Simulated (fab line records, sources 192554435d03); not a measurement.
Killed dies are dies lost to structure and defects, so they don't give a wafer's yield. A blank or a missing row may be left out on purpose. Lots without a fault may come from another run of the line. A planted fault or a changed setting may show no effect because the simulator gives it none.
Which tool did it? | flow n5_finfet | 11 lots, 33 wafers sampled, at 3 steps of a route of 1938

WHAT THE GAUGES READ, wafer by wafer
N5_BEOL_M9_THK_MEAS_53: measures by xrf. Usual: M9_THK 140.7 nm, standard deviation 2.2.
lot  | measured     | on            | M9_THK (nm)       | flag
L545 | day 12 13:56 | film_metro-01 | 138.9 139.1 136.8 |
L546 | day 12 21:16 | film_metro-01 | 143.0 143.7 145.1 |
L544 | day 12 21:43 | film_metro-02 | 143.1 140.5 145.6 |
L548 | day 13 17:53 | film_metro-01 | 141.8 138.3 138.8 |
L551 | day 13 22:37 | film_metro-01 | 141.9 139.5 143.1 |
L552 | day 14 00:52 | film_metro-01 | 141.1 137.9 138.4 |
L560 | day 16 13:38 | film_metro-01 | 139.1 139.0 140.9 |
L559 | day 16 22:50 | film_metro-01 | 140.2 138.1 140.6 |
L564 | day 17 16:48 | film_metro-01 | 139.3 139.0 141.9 |
L565 | day 18 08:17 | film_metro-02 | 141.5 139.8 141.8 |
L562 | day 18 13:09 | film_metro-02 | 138.1 142.7 142.1 |

N5_BEOL_M9_INSPECT_58: inspects for defects (darkfield). Usual: raw_defect_count 69, standard deviation 24.
lot  | measured     | on                | raw_defect_count | flag
L545 | day 12 14:06 | defect_inspect-01 | 101 61 64        |
L546 | day 12 21:26 | defect_inspect-01 | 69 102 76        |
L544 | day 12 21:53 | defect_inspect-01 | 57 64 41         |
L548 | day 13 18:03 | defect_inspect-02 | 70 54 86         |
L551 | day 13 22:47 | defect_inspect-01 | 118 64 64        |
L552 | day 14 01:04 | defect_inspect-02 | 55 71 91         |
L560 | day 16 13:47 | defect_inspect-01 | 112 103 110      |
L559 | day 16 23:00 | defect_inspect-01 | 44 49 89         |
L564 | day 17 16:58 | defect_inspect-02 | 50 69 62         |
L565 | day 18 08:27 | defect_inspect-01 | 46 41 57         |
L562 | day 18 13:19 | defect_inspect-02 | 44 47 43         |

WHICH TOOL RAN EACH LOT (tool, then ch and the chambers of the sampled wafers, then the start)
lot  | N5_BEOL_M9_PRE_CLEAN_45
L545 | pvd_sputter-01, day 12 12:06
L546 | pvd_sputter-03, day 12 18:47
L544 | pvd_sputter-03, day 12 19:43
L548 | pvd_sputter-02, day 13 15:29
L551 | pvd_sputter-03, day 13 20:51
L552 | pvd_sputter-02, day 13 23:29
L560 | pvd_sputter-01, day 16 12:05
L559 | pvd_sputter-02, day 16 19:53
L564 | pvd_sputter-02, day 17 15:24
L565 | pvd_sputter-01, day 18 05:59
L562 | pvd_sputter-01, day 18 11:11
- N5_BEOL_M9_PRE_CLEAN_45: time 30 s.

WHAT THE TOOLS THEMSELVES READ (means of the sampled wafers that have a number; where no wafer has one, the mark that the record gives instead)
N5_BEOL_M9_PRE_CLEAN_45. Usual: heater_power_w 345 W, standard deviation 37.
lot  | tool           | heater_power_w (W) | flag
L545 | pvd_sputter-01 | 372                |
L546 | pvd_sputter-03 | 293                |
L544 | pvd_sputter-03 | 309                |
L548 | pvd_sputter-02 | 339                |
L551 | pvd_sputter-03 | 300                |
L552 | pvd_sputter-02 | 352                |
L560 | pvd_sputter-01 | 394                |
L559 | pvd_sputter-02 | 351                |
L564 | pvd_sputter-02 | 374                |
L565 | pvd_sputter-01 | 368                |
L562 | pvd_sputter-01 | 362                |

THE ANSWER, worked out from the rows above alone
Rule: a lot is off if the mean of its wafers that have a number lies more than 3 standard deviations from the usual mean. A lot without any number at a reading at which 4 lots or more have one is off too. The other lots that the step has rows for count as sound. The gauges are gone through in route order, then the tools' own readings, and for those a lot's mean is taken as printed above. The first step at which some lot is off is used, and at that step the reading that is off furthest; a lot without a number counts as furthest.
No lot is off at any reading shown: from this, nothing can be told.

WHAT THE SIMULATOR HAD PUT IN
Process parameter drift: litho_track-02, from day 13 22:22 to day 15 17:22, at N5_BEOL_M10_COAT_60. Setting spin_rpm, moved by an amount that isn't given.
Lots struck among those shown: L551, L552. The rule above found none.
